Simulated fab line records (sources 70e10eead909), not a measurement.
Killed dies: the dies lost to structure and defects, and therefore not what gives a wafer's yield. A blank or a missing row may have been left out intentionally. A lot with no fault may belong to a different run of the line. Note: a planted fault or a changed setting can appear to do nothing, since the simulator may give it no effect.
What tool caused it? / flow nand harc / 12 lots, 36 wafers sampled, at 5 steps of a route of 1302

== WHAT EACH GAUGE READ, for each wafer ==
NHARC_A_M1_THK_MEAS_24: measures by xrf.
lot=L399; measured=day 23 15:13; on=film metro-01; thk nm (nm)=153.7 154.8 155.8
lot=L401; measured=day 24 02:59; on=film metro-01; thk nm (nm)=157.7 155.8 154.8
lot=L402; measured=day 24 08:43; on=film metro-01; thk nm (nm)=152.7 153.1 153.0
lot=L404; measured=day 25 09:28; on=film metro-01; thk nm (nm)=154.6 154.1 155.1
lot=L403; measured=day 25 10:23; on=film metro-02; thk nm (nm)=154.2 155.3 155.1
lot=L409; measured=day 27 16:15; on=film metro-01; thk nm (nm)=155.5 154.6 156.0
lot=L412; measured=day 29 12:49; on=film metro-02; thk nm (nm)=154.9 154.7 155.9
lot=L414; measured=day 30 02:29; on=film metro-02; thk nm (nm)=156.6 155.6 154.6
lot=L416; measured=day 30 17:15; on=film metro-01; thk nm (nm)=152.9 152.4 153.2
lot=L419; measured=day 31 15:44; on=film metro-01; thk nm (nm)=153.9 154.9 154.5
lot=L418; measured=day 31 15:53; on=film metro-02; thk nm (nm)=154.3 155.1 154.7
lot=L421; measured=day 32 12:40; on=film metro-02; thk nm (nm)=154.8 153.1 153.0

NHARC_END_SORT_01.
lot=L403; measured=day 26 19:02; on=prober-01; defect limited yield (%)=87.7; killed at array=79; killed at other=1; killed at periphery=3; killed dies=83; killed open=3; killed short=3
lot=L412; measured=day 30 23:19; on=prober-01; defect limited yield (%)=90.5 91.4 91.4; killed at array=57 56 53; killed at other=3 2 3; killed at periphery=4 0 2; killed dies=64 58 58; killed open=10 4 5; killed short=3 0 0
lot=L414; measured=day 31 08:22; on=prober-01; defect limited yield (%)=93.4 93.9 93.1; killed at array=41 36 41; killed at other=1 0 0; killed at periphery=3 5 6; killed dies=45 41 47; killed open=3 3 7; killed short=5 3 1

== WHICH TOOL RAN EACH LOT (tool, then ch and the chambers of the sampled wafers, then the start) ==
lot=L399; NHARC_A_BONDPAD_STRIP_15=rie diel-13 ch 0,2, day 23 17:56; NHARC_A_BONDPAD_PVD_27=pvd sputter-03, day 23 20:20 or earlier; NHARC_HYBRID_BOND_ACTIVATE_00=rie diel-11 ch 2,3, day 23 20:20
lot=L401; NHARC_A_BONDPAD_STRIP_15=rie diel-13 ch 1,2,3, day 24 05:42; NHARC_A_BONDPAD_PVD_27=pvd sputter-03, day 24 07:55 or earlier; NHARC_HYBRID_BOND_ACTIVATE_00=rie diel-03 ch 2,3, day 24 07:55
lot=L402; NHARC_A_BONDPAD_STRIP_15=rie diel-13 ch 0,2, day 24 11:16; NHARC_A_BONDPAD_PVD_27=pvd sputter-01, day 24 13:32 or earlier; NHARC_HYBRID_BOND_ACTIVATE_00=rie diel-03 ch 0,1, day 24 13:32
lot=L404; NHARC_A_BONDPAD_STRIP_15=rie diel-13 ch 0,3, day 25 12:02; NHARC_A_BONDPAD_PVD_27=pvd sputter-01, day 25 14:16 or earlier; NHARC_HYBRID_BOND_ACTIVATE_00=rie diel-03 ch 1,2,3, day 25 14:16
lot=L403; NHARC_A_BONDPAD_STRIP_15=rie diel-13 ch 0,1,2, day 25 13:09; NHARC_A_BONDPAD_PVD_27=pvd sputter-02, day 25 15:22 or earlier; NHARC_HYBRID_BOND_ACTIVATE_00=rie diel-07 ch 0,3, day 25 15:22
lot=L409; NHARC_A_BONDPAD_STRIP_15=rie diel-13 ch 0,2,3, day 27 18:59; NHARC_A_BONDPAD_PVD_27=pvd sputter-03, day 27 21:12 or earlier; NHARC_HYBRID_BOND_ACTIVATE_00=rie diel-07 ch 0,3, day 27 21:12
lot=L412; NHARC_A_BONDPAD_STRIP_15=rie diel-10 ch 1,3, day 29 15:31; NHARC_A_BONDPAD_PVD_27=pvd sputter-02, day 29 17:47 or earlier; NHARC_HYBRID_BOND_ACTIVATE_00=rie diel-03 ch 1,3, day 29 17:47
lot=L414; NHARC_A_BONDPAD_STRIP_15=rie diel-10 ch 0,2,3, day 30 05:10; NHARC_A_BONDPAD_PVD_27=pvd sputter-01, day 30 07:27 or earlier; NHARC_HYBRID_BOND_ACTIVATE_00=rie diel-11 ch 0,1,2, day 30 07:27
lot=L416; NHARC_A_BONDPAD_STRIP_15=rie diel-10 ch 0,2,3, day 30 19:50; NHARC_A_BONDPAD_PVD_27=pvd sputter-02, day 30 22:16 or earlier; NHARC_HYBRID_BOND_ACTIVATE_00=rie diel-03 ch 0,1,2, day 30 22:16
lot=L419; NHARC_A_BONDPAD_STRIP_15=rie diel-10 ch 1,2,3, day 31 18:28; NHARC_A_BONDPAD_PVD_27=pvd sputter-01, day 31 20:45 or earlier; NHARC_HYBRID_BOND_ACTIVATE_00=rie diel-03 ch 1,2, day 31 20:45
lot=L418; NHARC_A_BONDPAD_STRIP_15=rie diel-13 ch 2,3, day 31 18:34; NHARC_A_BONDPAD_PVD_27=pvd sputter-02, day 31 20:50 or earlier; NHARC_HYBRID_BOND_ACTIVATE_00=rie diel-03 ch 2,3, day 31 20:50
lot=L421; NHARC_A_BONDPAD_STRIP_15=rie diel-13 ch 0,1,2, day 32 15:21; NHARC_A_BONDPAD_PVD_27=pvd sputter-02, day 32 17:40 or earlier; NHARC_HYBRID_BOND_ACTIVATE_00=rie diel-03 ch 0,2,3, day 32 17:40
- NHARC_A_BONDPAD_STRIP_15: strips in O2.
- NHARC_A_BONDPAD_PVD_27: deposits Cu, target thk 30 nm, time 20.49 s.
- NHARC_HYBRID_BOND_ACTIVATE_00: chemistry N2, time 60 s.

== WHAT THE TOOLS THEMSELVES READ (means of the sampled wafers that have a number; where no wafer has one, the mark that the record gives instead) ==
NHARC_A_BONDPAD_STRIP_15.
lot=L399; tool=rie diel-13; chamber pressure mTorr (mTorr)=60.03; drypump motor current A (A)=5.9; o2 flow sccm (sccm)=500.4; oes product au (a.u.)=1.002; rf vpp V (V)=58.4; showerhead plenum p Torr (Torr)=3.34; throttle valve pct (%)=17.029
lot=L401; tool=rie diel-13; chamber pressure mTorr (mTorr)=59.97; drypump motor current A (A)=5.6; o2 flow sccm (sccm)=500.6; oes product au (a.u.)=1.014; rf vpp V (V)=56.8; showerhead plenum p Torr (Torr)=3.43; throttle valve pct (%)=17.032
lot=L402; tool=rie diel-13; chamber pressure mTorr (mTorr)=-; drypump motor current A (A)=-; o2 flow sccm (sccm)=-; oes product au (a.u.)=-; rf vpp V (V)=-; showerhead plenum p Torr (Torr)=-; throttle valve pct (%)=-
lot=L404; tool=rie diel-13; chamber pressure mTorr (mTorr)=-; drypump motor current A (A)=-; o2 flow sccm (sccm)=-; oes product au (a.u.)=-; rf vpp V (V)=-; showerhead plenum p Torr (Torr)=-; throttle valve pct (%)=-
lot=L403; tool=rie diel-13; chamber pressure mTorr (mTorr)=-; drypump motor current A (A)=-; o2 flow sccm (sccm)=-; oes product au (a.u.)=-; rf vpp V (V)=-; showerhead plenum p Torr (Torr)=-; throttle valve pct (%)=-
lot=L409; tool=rie diel-13; chamber pressure mTorr (mTorr)=59.98; drypump motor current A (A)=5.6; o2 flow sccm (sccm)=500.2; oes product au (a.u.)=1.000; rf vpp V (V)=56.5; showerhead plenum p Torr (Torr)=3.37; throttle valve pct (%)=17.040
lot=L412; tool=rie diel-10; chamber pressure mTorr (mTorr)=59.98; drypump motor current A (A)=5.7; o2 flow sccm (sccm)=500.7; oes product au (a.u.)=0.994; rf vpp V (V)=57.3; showerhead plenum p Torr (Torr)=3.38; throttle valve pct (%)=17.035
lot=L414; tool=rie diel-10; chamber pressure mTorr (mTorr)=60.00; drypump motor current A (A)=5.8; o2 flow sccm (sccm)=500.8; oes product au (a.u.)=1.001; rf vpp V (V)=57.5; showerhead plenum p Torr (Torr)=3.44; throttle valve pct (%)=17.045
lot=L416; tool=rie diel-10; chamber pressure mTorr (mTorr)=60.02; drypump motor current A (A)=5.8; o2 flow sccm (sccm)=499.6; oes product au (a.u.)=0.999; rf vpp V (V)=57.3; showerhead plenum p Torr (Torr)=3.44; throttle valve pct (%)=17.028
lot=L419; tool=rie diel-10; chamber pressure mTorr (mTorr)=60.03; drypump motor current A (A)=5.6; o2 flow sccm (sccm)=498.9; oes product au (a.u.)=1.004; rf vpp V (V)=58.2; showerhead plenum p Torr (Torr)=3.38; throttle valve pct (%)=17.027
lot=L418; tool=rie diel-13; chamber pressure mTorr (mTorr)=60.00; drypump motor current A (A)=5.9; o2 flow sccm (sccm)=499.8; oes product au (a.u.)=1.014; rf vpp V (V)=57.8; showerhead plenum p Torr (Torr)=3.36; throttle valve pct (%)=17.039
lot=L421; tool=rie diel-13; chamber pressure mTorr (mTorr)=59.98; drypump motor current A (A)=5.5; o2 flow sccm (sccm)=500.1; oes product au (a.u.)=1.007; rf vpp V (V)=57.7; showerhead plenum p Torr (Torr)=3.38; throttle valve pct (%)=17.038

NHARC_A_BONDPAD_PVD_27.
lot=L399; tool=pvd sputter-03; throttle valve pct (%)=31.4
lot=L401; tool=pvd sputter-03; throttle valve pct (%)=30.5
lot=L402; tool=pvd sputter-01; throttle valve pct (%)=28.4
lot=L404; tool=pvd sputter-01; throttle valve pct (%)=28.4
lot=L403; tool=pvd sputter-02; throttle valve pct (%)=29.1
lot=L409; tool=pvd sputter-03; throttle valve pct (%)=30.9
lot=L412; tool=pvd sputter-02; throttle valve pct (%)=29.7
lot=L414; tool=pvd sputter-01; throttle valve pct (%)=29.3
lot=L416; tool=pvd sputter-02; throttle valve pct (%)=30.2
lot=L419; tool=pvd sputter-01; throttle valve pct (%)=28.9
lot=L418; tool=pvd sputter-02; throttle valve pct (%)=29.5
lot=L421; tool=pvd sputter-02; throttle valve pct (%)=30.1

NHARC_HYBRID_BOND_ACTIVATE_00.
lot=L399; tool=rie diel-11; drypump motor current A (A)=5.2; n2 flow sccm (sccm)=200.3; oes product au (a.u.)=1.001; rf vpp V (V)=64.8; showerhead plenum p Torr (Torr)=1.74
lot=L401; tool=rie diel-03; drypump motor current A (A)=6.0; n2 flow sccm (sccm)=199.7; oes product au (a.u.)=1.005; rf vpp V (V)=63.7; showerhead plenum p Torr (Torr)=1.80
lot=L402; tool=rie diel-03; drypump motor current A (A)=5.6; n2 flow sccm (sccm)=200.4; oes product au (a.u.)=1.002; rf vpp V (V)=64.1; showerhead plenum p Torr (Torr)=1.76
lot=L404; tool=rie diel-03; drypump motor current A (A)=5.8; n2 flow sccm (sccm)=199.8; oes product au (a.u.)=0.991; rf vpp V (V)=64.1; showerhead plenum p Torr (Torr)=1.79
lot=L403; tool=rie diel-07; drypump motor current A (A)=5.4; n2 flow sccm (sccm)=200.2; oes product au (a.u.)=1.001; rf vpp V (V)=64.3; showerhead plenum p Torr (Torr)=1.72
lot=L409; tool=rie diel-07; drypump motor current A (A)=5.4; n2 flow sccm (sccm)=199.7; oes product au (a.u.)=0.995; rf vpp V (V)=64.4; showerhead plenum p Torr (Torr)=1.72
lot=L412; tool=rie diel-03; drypump motor current A (A)=5.7; n2 flow sccm (sccm)=199.8; oes product au (a.u.)=1.003; rf vpp V (V)=64.2; showerhead plenum p Torr (Torr)=1.76
lot=L414; tool=rie diel-11; drypump motor current A (A)=5.6; n2 flow sccm (sccm)=199.9; oes product au (a.u.)=1.013; rf vpp V (V)=63.5; showerhead plenum p Torr (Torr)=1.71
lot=L416; tool=rie diel-03; drypump motor current A (A)=5.7; n2 flow sccm (sccm)=199.5; oes product au (a.u.)=1.012; rf vpp V (V)=64.4; showerhead plenum p Torr (Torr)=1.78
lot=L419; tool=rie diel-03; drypump motor current A (A)=5.8; n2 flow sccm (sccm)=199.5; oes product au (a.u.)=1.002; rf vpp V (V)=64.0; showerhead plenum p Torr (Torr)=1.80
lot=L418; tool=rie diel-03; drypump motor current A (A)=6.0; n2 flow sccm (sccm)=200.2; oes product au (a.u.)=0.999; rf vpp V (V)=64.6; showerhead plenum p Torr (Torr)=1.79
lot=L421; tool=rie diel-03; drypump motor current A (A)=5.8; n2 flow sccm (sccm)=200.3; oes product au (a.u.)=1.007; rf vpp V (V)=64.7; showerhead plenum p Torr (Torr)=1.79

== THE ANSWER, worked out from the rows above alone ==
Rule: usual is defined by the lots themselves. Put in order of their means at a reading, lots are off if they are a third of the lots or fewer, leave a main group of 4 or more, and stand apart from it by a gap of 3 or more times the standard deviation of the main group's means; of several such gaps the widest counts. A main group whose means are all the same, to the digits that the tables above print for the reading, isn't used. A lot without any number at a reading at which 4 lots or more have one is off too. The other lots that the step has rows for count as sound. First the gauges in route order, then the tools' own readings, where a lot's mean is used as printed above. At the first step where some lot is off, the reading lying furthest off is the one used; lots without a number count as furthest.
Off: L402, L404, L403 (NHARC_A_BONDPAD_STRIP_15, chamber pressure mTorr). Without a number there: L402, L404, L403. The main group has a mean of 60.00 mTorr with a standard deviation of 0.022.
A tool fits if, at that step or a process step before it, it ran every lot that is off, and no sound lot after the first of them. Of those tried, none fits.

== WHAT THE SIMULATOR HAD PUT IN ==
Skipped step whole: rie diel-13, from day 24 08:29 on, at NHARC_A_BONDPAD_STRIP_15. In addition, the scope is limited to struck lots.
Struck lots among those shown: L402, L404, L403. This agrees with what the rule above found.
